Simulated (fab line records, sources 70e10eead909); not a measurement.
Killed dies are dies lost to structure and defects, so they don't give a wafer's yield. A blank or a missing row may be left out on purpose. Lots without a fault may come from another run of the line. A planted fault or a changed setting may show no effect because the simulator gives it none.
A struck lot beside a sound one | flow nand_harc | 13 steps out of a route of 1302
Sound: wafers L607.2, L607.5, L607.6. Struck: wafers L596.1, L596.3, L596.6. The cause comes at the end.
At each step with rows: each side's tool, then ch and its chambers, then its first start. Under that, the readings that differ: sound wafers | struck wafers | difference of the means | sigmas: that difference in standard deviations of wafers without a fault.
alike: readings whose means differ by less than 2 such deviations, and words and numbers that are the same on both sides. not compared: withheld readings, readings that some wafer has no value for, bounds like >300 that may hide the same value, and numbers for which the record gives no deviation and whose values overlap.
The two part at a step that has a row with sigmas, a row that says differs or no value, or rows on one side only. Numbers that don't overlap but have no deviation are shown without sigmas and don't part them. A reading that every wafer of one side lacks parts them only if that side has two wafers or more.

NHARC_THIN_TSV_CMP_21: polishes, t overpolish 30 s, target thk 2000 nm.
  sound on cmp-04 ch 0,2,3, day 33 05:38; struck on cmp-03 ch 1,2,3, day 27 19:40
  alike: motor_current_A, overpolish_run_s, slurry_filter_dp_kPa
then, 1 step without rows for these wafers: NHARC_THIN_TSV_SRD_23.
NHARC_THIN_TSV_DEGAS_53: time 60 s.
  sound on pvd_sputter-02, day 33 06:05; struck on pvd_sputter-01, day 27 20:08
  alike: heater_power_w
NHARC_THIN_TSV_PRE_CLEAN_54: time 30 s.
  sound on pvd_sputter-02, day 33 06:08; struck on pvd_sputter-01, day 27 20:11
  alike: heater_power_w
then, 7 steps without rows for these wafers: NHARC_THIN_TSV_PVD_55 (deposits TiN, target thk 50 nm); NHARC_THIN_TSV_PVD_24 (deposits Al, target thk 800 nm); NHARC_THIN_TSV_DEHYDRATE_25 (time 120 s); NHARC_THIN_TSV_HMDS_26 (time 30 s); NHARC_THIN_TSV_COAT_27; NHARC_THIN_TSV_SOFTBAKE_28 (time 95 s); NHARC_THIN_TSV_EBR_29.
NHARC_THIN_TSV_EXPOSE_30: exposes mask PAD.
  sound on krf_scanner-01 ch 0, day 33 07:06; struck on krf_scanner-01, day 27 21:07
  no value came back on the struck wafers for exposure_dose_mJ_cm2, focus_offset_nm (nm); on the sound wafers exposure_dose_mJ_cm2 reads 11.476 11.459 11.475
  alike: mask
then, 1 step without rows for these wafers: NHARC_THIN_TSV_PEB_31 (peb time 85 s).

WHERE THEY PART
Only at NHARC_THIN_TSV_EXPOSE_30, within this record.

WHY: what the simulator had put in
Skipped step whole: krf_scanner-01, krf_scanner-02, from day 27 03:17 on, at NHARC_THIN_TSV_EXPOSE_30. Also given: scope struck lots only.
